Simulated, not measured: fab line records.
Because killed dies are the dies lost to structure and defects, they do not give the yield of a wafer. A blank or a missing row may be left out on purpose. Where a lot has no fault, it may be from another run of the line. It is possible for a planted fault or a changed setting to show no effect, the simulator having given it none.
Chamber matching | flow n5Finfet | 4 sister chambers for N5_BEOL_M2_ETCH_64 on rieDiel-05
The step etches SOC in N2/H2, target depth 75 nm, overetch 22.5 nm, time 121.9 s. 4 wafers are shown with their chamber, then 7 later ones without.

EACH WAFER AND ITS CHAMBER
wafer  | chamber | drypumpMotorCurrentA (A)
L085.4 | 0       | 6.6
L089.2 | 3       | 5.7
L092.1 | 1       | 5.7
L092.2 | 2       | 5.1

WAFERS MISSING THEIR CHAMBER
wafer  | drypumpMotorCurrentA (A)
L092.4 | 5.1
L096.4 | 5.8
L096.5 | 5.7
L096.6 | 6.6
L097.1 | 5.8
L097.2 | 6.6
L097.6 | 5.7

WHICH CHAMBER EACH ONE RAN IN
wafer  | from the rows above     | in truth
L092.4 | 2                       | 2
L096.4 | can't be placed: 1 or 3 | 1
L096.5 | can't be placed: 1 or 3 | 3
L096.6 | 0                       | 0
L097.1 | can't be placed: 1 or 3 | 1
L097.2 | 0                       | 0
L097.6 | can't be placed: 1 or 3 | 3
Correct placement for 3 of the 7. Unplaceable from these rows: 4, with the true chamber sitting among the candidates in 4. Number placed wrongly: 0.
How it was worked out, from the rows above alone: a wafer's distance from a chamber is the root of the sum, over the readings, of the square of ((its reading less the chamber's mean) divided by the reading's scatter). The wafer belongs to the nearest chamber; if the next one is less than 2 further off, it can't be placed. A chamber's mean is the mean of its shown wafers. The scatter (one wafer shown for each chamber): square how far every hidden wafer sits from the nearest shown wafer, average those squares and take the square root.
